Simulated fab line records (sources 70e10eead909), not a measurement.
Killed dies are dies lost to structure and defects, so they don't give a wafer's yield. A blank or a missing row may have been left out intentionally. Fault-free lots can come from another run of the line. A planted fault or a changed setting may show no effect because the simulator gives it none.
Which tool was responsible? + flow nandHarc + Sampling: 14 lots, 42 wafers, 5 of 1159 route steps

## WHAT THE GAUGES SHOWED, per wafer
NHARC_END_SORT_01.
| lot  | measured     | on        | killedAtArray | killedAtOther | killedAtPeriphery | killedDies  | killedOpen | killedShort |
|------|--------------|-----------|---------------|---------------|-------------------|-------------|------------|-------------|
| L699 | day 21 16:19 | prober-01 | 671 676 673   | 2 1 2         | 4 0 2             | 677 677 677 | 7 4 1      | 2 2 0       |
| L700 | day 21 05:54 | prober-02 | 675 674 668   | 0 0 1         | 2 3 8             | 677 677 677 | 5 3 4      | 2 2 2       |
| L697 | day 21 21:27 | prober-02 | 676 674 676   | 0 0 0         | 1 3 1             | 677 677 677 | 1 2 4      | 1 2 3       |
| L706 | day 23 15:46 | prober-01 | 36 42 38      | 1 1 2         | 2 1 5             | 39 44 45    | 2 4 2      | 0 1 2       |
| L710 | day 24 08:17 | prober-02 | 31 26 32      | 1 6 0         | 4 8 0             | 36 40 32    | 3 2 3      | 2 2 2       |

## EACH LOT AND THE TOOL THAT RAN IT (in order: tool; ch and the chambers of the sampled wafers; start)
| lot  | NHARC_A_STAIRCASE_ALD_415       | NHARC_A_STAIRCASE_DEP_417       | NHARC_A_STAIRCASE_DEP_322       | NHARC_A_STAIRCASE_DEP_325       |
|------|---------------------------------|---------------------------------|---------------------------------|---------------------------------|
| L690 | aldHk-03 ch 0,2, day 12 02:22   | pecvd-02 ch 0,1,2, day 12 04:23 | pecvd-02 ch 1,2, day 13 02:03   | pecvd-04 ch 0,1, day 13 11:46   |
| L695 | aldHk-02 ch 0,1,3, day 13 08:29 | pecvd-02 ch 0,1, day 13 10:20   | pecvd-04 ch 0,1,2, day 14 07:53 | pecvd-04 ch 1,2, day 14 16:52   |
| L699 | aldHk-02 ch 0,1, day 14 03:26   | pecvd-04 ch 1,2, day 14 05:45   | pecvd-01 ch 0,1, day 14 23:13   | pecvd-04 ch 0,1,2, day 15 10:02 |
| L700 | aldHk-04 ch 0,1, day 14 04:36   | pecvd-02 ch 1,2, day 14 06:55   | pecvd-01 ch 0,1, day 14 23:59   | pecvd-01 ch 0,1,2, day 15 09:55 |
| L697 | aldHk-02 ch 0,1,3, day 14 05:37 | pecvd-01 ch 0,1, day 14 07:28   | pecvd-01 ch 0,2, day 15 07:23   | pecvd-02 ch 0,2, day 15 14:29   |
| L702 | aldHk-03 ch 0,1,3, day 15 01:49 | pecvd-01 ch 0,1, day 15 03:46   | pecvd-02 ch 1,2, day 15 23:42   | pecvd-01 ch 0,2, day 16 07:58   |
| L703 | aldHk-02 ch 0,3, day 15 04:59   | pecvd-04 ch 0,1,2, day 15 07:24 | pecvd-04 ch 0,1,2, day 15 23:59 | pecvd-04 ch 0,1,2, day 16 07:55 |
| L704 | aldHk-04 ch 0,1,2, day 15 11:07 | pecvd-04 ch 0,2, day 15 14:50   | pecvd-04 ch 0,1,2, day 16 10:03 | pecvd-01 ch 1,2, day 16 19:07   |
| L705 | aldHk-02 ch 0,2,3, day 15 22:59 | pecvd-04 ch 0,1,2, day 16 01:21 | pecvd-01 ch 0,1,2, day 16 21:01 | pecvd-01 ch 0,2, day 17 06:50   |
| L706 | aldHk-03 ch 0,1,3, day 16 05:52 | pecvd-04 ch 0,2, day 16 08:12   | pecvd-04 ch 0,1, day 17 05:47   | pecvd-02 ch 0,2, day 17 14:17   |
| L708 | aldHk-02 ch 0,1,2, day 16 08:01 | pecvd-01 ch 0,1,2, day 16 10:10 | pecvd-01 ch 0,1,2, day 17 05:35 | pecvd-04 ch 1,2, day 17 14:11   |
| L710 | aldHk-02 ch 0,1, day 16 15:58   | pecvd-01 ch 0,1,2, day 16 18:10 | pecvd-01 ch 0,1,2, day 17 17:23 | pecvd-04 ch 0,1,2, day 18 00:30 |
| L711 | aldHk-03 ch 0,1,2, day 17 03:50 | pecvd-01 ch 0,2, day 17 06:37   | pecvd-04 ch 0,2, day 18 04:10   | pecvd-04 ch 1,2, day 18 11:24   |
| L713 | aldHk-02 ch 0,3, day 17 16:25   | pecvd-01 ch 0,1, day 17 18:45   | pecvd-02 ch 0,2, day 18 14:58   | pecvd-04 ch 0,1,2, day 19 00:52 |
- NHARC_A_STAIRCASE_ALD_415: deposits SiO2, target thk 30 nm, pulse time 6 s, ald cycles 300.
- NHARC_A_STAIRCASE_DEP_417: deposits Si3N4, target thk 60 nm.
- NHARC_A_STAIRCASE_DEP_322: deposits SiO2, target thk 3800 nm.
- NHARC_A_STAIRCASE_DEP_325: deposits SiO2, target thk 3800 nm.

## WHAT THE TOOLS THEMSELVES READ (means of the sampled wafers that have a number; where no wafer has one, the mark that the record gives instead)
NHARC_A_STAIRCASE_ALD_415.
| lot  | tool     | heaterPowerW (W) | precursorPulseHeightRel |
|------|----------|------------------|-------------------------|
| L690 | aldHk-03 | 449              | 0.984                   |
| L695 | aldHk-02 | 497              | 1.018                   |
| L699 | aldHk-02 | 486              | 0.993                   |
| L700 | aldHk-04 | 499              | 1.016                   |
| L697 | aldHk-02 | 494              | 1.018                   |
| L702 | aldHk-03 | 483              | 1.010                   |
| L703 | aldHk-02 | 496              | 0.988                   |
| L704 | aldHk-04 | 455              | 0.999                   |
| L705 | aldHk-02 | 519              | 0.989                   |
| L706 | aldHk-03 | 492              | 0.998                   |
| L708 | aldHk-02 | 513              | 1.004                   |
| L710 | aldHk-02 | 487              | 0.995                   |
| L711 | aldHk-03 | 477              | 1.019                   |
| L713 | aldHk-02 | 555              | 1.013                   |

NHARC_A_STAIRCASE_DEP_417.
| lot  | tool     | heaterPowerOuterW (W) | heaterPowerW (W) |
|------|----------|-----------------------|------------------|
| L690 | pecvd-02 | 453                   | 736              |
| L695 | pecvd-02 | 423                   | 677              |
| L699 | pecvd-04 | -                     | -                |
| L700 | pecvd-02 | -                     | -                |
| L697 | pecvd-01 | -                     | -                |
| L702 | pecvd-01 | 406                   | 747              |
| L703 | pecvd-04 | 380                   | 681              |
| L704 | pecvd-04 | 388                   | 685              |
| L705 | pecvd-04 | 370                   | 660              |
| L706 | pecvd-04 | 365                   | 657              |
| L708 | pecvd-01 | 428                   | 709              |
| L710 | pecvd-01 | 403                   | 683              |
| L711 | pecvd-01 | 364                   | 602              |
| L713 | pecvd-01 | 399                   | 692              |

NHARC_A_STAIRCASE_DEP_322.
| lot  | tool     | heaterPowerOuterW (W) | heaterPowerW (W) |
|------|----------|-----------------------|------------------|
| L690 | pecvd-02 | 439                   | 728              |
| L695 | pecvd-04 | 331                   | 610              |
| L699 | pecvd-01 | 357                   | 666              |
| L700 | pecvd-01 | 333                   | 609              |
| L697 | pecvd-01 | 363                   | 601              |
| L702 | pecvd-02 | 422                   | 679              |
| L703 | pecvd-04 | 301                   | 567              |
| L704 | pecvd-04 | 335                   | 616              |
| L705 | pecvd-01 | 380                   | 648              |
| L706 | pecvd-04 | 317                   | 601              |
| L708 | pecvd-01 | 366                   | 638              |
| L710 | pecvd-01 | 335                   | 586              |
| L711 | pecvd-04 | 296                   | 553              |
| L713 | pecvd-02 | 371                   | 660              |

NHARC_A_STAIRCASE_DEP_325.
| lot  | tool     | heaterPowerOuterW (W) | heaterPowerW (W) |
|------|----------|-----------------------|------------------|
| L690 | pecvd-04 | 337                   | 621              |
| L695 | pecvd-04 | 341                   | 614              |
| L699 | pecvd-04 | 358                   | 634              |
| L700 | pecvd-01 | 361                   | 628              |
| L697 | pecvd-02 | 346                   | 631              |
| L702 | pecvd-01 | 394                   | 664              |
| L703 | pecvd-04 | 304                   | 569              |
| L704 | pecvd-01 | 365                   | 623              |
| L705 | pecvd-01 | 375                   | 626              |
| L706 | pecvd-02 | 361                   | 640              |
| L708 | pecvd-04 | 326                   | 590              |
| L710 | pecvd-04 | 294                   | 557              |
| L711 | pecvd-04 | 346                   | 632              |
| L713 | pecvd-04 | 346                   | 631              |

## THE ANSWER, worked out from the rows above alone
Rule: the lots themselves supply what counts as usual. Put in order of their means at a reading, lots are off if they are a third of the lots or fewer, leave a main group of 4 or more, and stand apart from it by a gap of 3 or more times the standard deviation of the main group's means; of several such gaps the widest counts. A main group is skipped when, at the precision printed for the reading in the tables above, its means are all equal. A lot without any number at a reading at which 4 lots or more have one is off too. Any other lot the step has rows for is counted as sound. After the gauges, taken in route order, come the tools' own readings; for these a lot's mean is taken, as printed above. The first step at which some lot is off is used, and at that step the reading that is off furthest; a lot without a number counts as furthest.
Off: L699, L700, L697, at NHARC_A_STAIRCASE_DEP_417 (heaterPowerOuterW). Without a number there: L699, L700, L697. Main group: mean 398 W, sd 27.
If a tool, at that step or one of the process steps before it, ran each lot that is off and ran no sound lot following the first of them, it fits. None of those tried fits.

## WHAT THE SIMULATOR HAD PUT IN
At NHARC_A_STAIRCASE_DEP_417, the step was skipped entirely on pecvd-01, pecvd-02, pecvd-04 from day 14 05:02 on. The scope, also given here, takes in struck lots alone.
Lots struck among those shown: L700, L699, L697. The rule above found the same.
